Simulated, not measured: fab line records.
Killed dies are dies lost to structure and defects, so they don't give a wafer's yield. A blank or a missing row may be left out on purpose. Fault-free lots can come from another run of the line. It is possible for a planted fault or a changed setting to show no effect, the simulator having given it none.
Struck lot and sound lot, side by side	flow nandHarc	15 steps out of a route of 1302
Sound: wafers L321.2, L321.3, L321.6. Wafers L334.1, L334.3, L334.4 were the ones struck. The cause is named last.
Per side, at each step with rows, come the tool, then ch with its chambers, and then its first start. Under that, the readings that differ: sound wafers	struck wafers	difference of the means	sigmas: that difference in standard deviations of wafers without a fault.
alike: readings whose means differ by less than 2 such deviations, and words and numbers that are the same on both sides. not compared: withheld readings, readings that some wafer has no value for, bounds like >300 that may hide the same value, and numbers for which the record gives no deviation and whose values overlap.
Wherever a step has rows on one side only, a row that says differs or no value, or a row with sigmas, the two part there. Numbers that have no deviation but don't overlap get no sigmas and don't part them. A reading missing from all wafers of one side parts the sides only when that side holds two or more wafers.

first, 3 steps without rows for these wafers: NHARC_P_GATE_STRIP_35 (strips in SPM, time 600 s); NHARC_P_GATE_PRECLEAN_73 (cleans in SC1); NHARC_P_GATE_SRD_74.
NHARC_P_GATE_ALD_36: deposits SiNx, target thk 20 nm, pulse time 60 s, ald cycles 223.
  sound on aldSin-03 ch 0,3, day 5 17:44; struck on aldSin-03 ch 1,3, day 11 09:17
  alike: heaterPowerW, precursorPulseHeightRel
NHARC_P_GATE_ETCHBACK_37: etches the open film in CHF3/O2, target depth 34.5 nm, time 17.2 s.
  sound: rieDiel-13 ch 1,2; struck: rieDiel-05 ch 0,1,2
  alike: biasW, chamberPressureMTorr, drypumpMotorCurrentA, oesProductAu, rfVppV, showerheadPlenumPTorr, throttleValvePct
  not compared: rfHoursCounterH
NHARC_P_GATE_STRIP_101: strips in O2, time 20 s.
  sound on rieDiel-13 ch 1,3, day 6 03:23; struck on rieDiel-05 ch 0,1,2, day 11 19:40
  alike: chamberPressureMTorr, drypumpMotorCurrentA, oesProductAu, rfVppV, showerheadPlenumPTorr, throttleValvePct
  not compared: rfHoursCounterH
then, 6 steps without rows for these wafers: NHARC_P_GATE_PRECLEAN_97 (cleans in SPM, time 600 s); NHARC_P_GATE_SRD_98; NHARC_P_GATE_PRECLEAN_99 (cleans in SC1); NHARC_P_GATE_SRD_100; NHARC_P_GATE_DEHYDRATE_38 (time 120 s); NHARC_P_GATE_HMDS_39 (time 30 s).
NHARC_P_GATE_COAT_40:
  struck on lithoTrack-02, day 11 20:10; sound on lithoTrack-03 ch 0, day 6 03:54
  no value came back on the struck wafers for chillPlateTempC (C), exhaustPa (Pa); on the sound wafers chillPlateTempC (C) reads 23.03 22.90 23.17
then, 1 step without rows for these wafers: NHARC_P_GATE_SOFTBAKE_41 (time 95 s).
-- the record jumps here: 19 days lie between the struck wafers' starts before and after (it left off in module P_GATE and takes up again in module END, whose first step shown is number 1302 of the route) --
NHARC_END_SORT_01:
  here the record holds rows for the struck wafers (prober-01 ch 0, day 31 04:59) but none for the sound ones

WHERE THEY PART
At NHARC_P_GATE_COAT_40 first; at NHARC_END_SORT_01 last (within this record only).

WHY: what had been put in by the simulator
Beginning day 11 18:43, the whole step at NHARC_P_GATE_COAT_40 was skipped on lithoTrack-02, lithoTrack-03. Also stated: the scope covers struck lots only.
